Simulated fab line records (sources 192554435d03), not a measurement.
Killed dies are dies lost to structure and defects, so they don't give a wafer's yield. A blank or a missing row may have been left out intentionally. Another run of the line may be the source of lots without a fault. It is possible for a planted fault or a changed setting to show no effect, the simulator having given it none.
A lot that was struck, set against a sound lot -- flow n5_finfet -- 14 out of 1938 route steps
Sound: the wafers L420.2, L420.4, L420.6. Struck: wafers L430.2, L430.4, L430.6. At the end, the cause is stated.
Each step with rows lists, per side, the tool, then ch with its chambers, then its first start. Under that, the readings that differ: sound wafers -- struck wafers -- difference of the means -- sigmas: that difference in standard deviations of wafers without a fault.
alike: readings whose means differ by less than 2 such deviations, and words and numbers that are the same on both sides. not compared: withheld readings, readings that some wafer has no value for, bounds like >300 that may hide the same value, and numbers for which the record gives no deviation and whose values overlap.
The two part at a step that has a row with sigmas, a row that says differs or no value, or rows on one side only. Numbers that have no deviation but don't overlap get no sigmas and don't part them. Lack of a reading on every wafer of one side parts them only where that side has two or more wafers.

N5_BEOL_M15_VIA_ETCH_16: etches SiO2 in C4F8/O2/Ar, target depth 1792.2 nm.
  sound on rie_diel-05 ch 0,1, day 10 10:43; struck on rie_diel-05 ch 2,3, day 14 05:05
  alike: drypump_motor_current_A, oes_product_au, rf_vpp_V, showerhead_plenum_p_Torr, throttle_valve_pct
N5_BEOL_M15_STRIP_63: strips in O2.
  sound on rie_diel-05 ch 0,1; struck on rie_diel-05 ch 2,3
  alike: drypump_motor_current_A, oes_product_au, rf_vpp_V, showerhead_plenum_p_Torr, temp_c, throttle_valve_pct
  not compared: rf_hours_counter_h
N5_BEOL_M15_STRIP_64: strips in O2.
  sound on rie_diel-05 ch 0,1; struck on rie_diel-05 ch 2,3
  alike: drypump_motor_current_A, oes_product_au, rf_vpp_V, showerhead_plenum_p_Torr, temp_c, throttle_valve_pct
  not compared: rf_hours_counter_h
then, 2 steps without rows for these wafers: N5_BEOL_M15_STRIP_65 (strips in post etch residue remover, time 60 s); N5_BEOL_M15_SRD_66 (time 30 s, dry time 30 s).
N5_BEOL_M15_CD_MEAS_17 targets a cd of 360 nm.
  sound on cd_sem-02 at day 10 11:07; struck on cd_sem-02 at day 14 05:31
  alike: cd_nm
then, 1 step without rows for these wafers: N5_BEOL_M15_COAT_56 (time 60 s, resist thk 550 nm).
N5_BEOL_M15_ETCH_57: etches SOC in N2/H2, time 750 s.
  sound on rie_diel-06 ch 0,1,2, day 10 11:13; struck on rie_diel-05 ch 0,1,2, day 14 05:47
  alike: drypump_motor_current_A, oes_product_au, rf_vpp_V, showerhead_plenum_p_Torr, throttle_valve_pct
  not compared: rf_hours_counter_h
then, 4 steps without rows for these wafers: N5_BEOL_M15_COAT_60 (time 60 s, resist thk 89 nm); N5_BEOL_M15_COAT_22 (resist thk 800 nm); N5_BEOL_M15_EBR_24; N5_BEOL_M15_SOFTBAKE_23 (time 60 s).
N5_BEOL_M15_EXPOSE_25: exposes mask M15, target cd 400 nm.
  sound on krf_scanner-01 ch 0, day 10 11:57; struck on krf_scanner-02 ch 0, day 14 06:31
reading,sound,struck,difference,sigmas
exposure_dose_mJ_cm2,35.45 35.55 35.42,36.05 36.12 36.03,+0.59,+17
  alike: mask
then, 1 step without rows for these wafers: N5_BEOL_M15_PEB_26 (peb time 90 s).

## WHERE THEY PART
Only at N5_BEOL_M15_EXPOSE_25, as far as this record shows.

WHY: what had been put in by the simulator
Process parameters drifting: krf_scanner-02 at N5_BEOL_M15_EXPOSE_25, beginning at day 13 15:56. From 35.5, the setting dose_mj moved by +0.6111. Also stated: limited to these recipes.
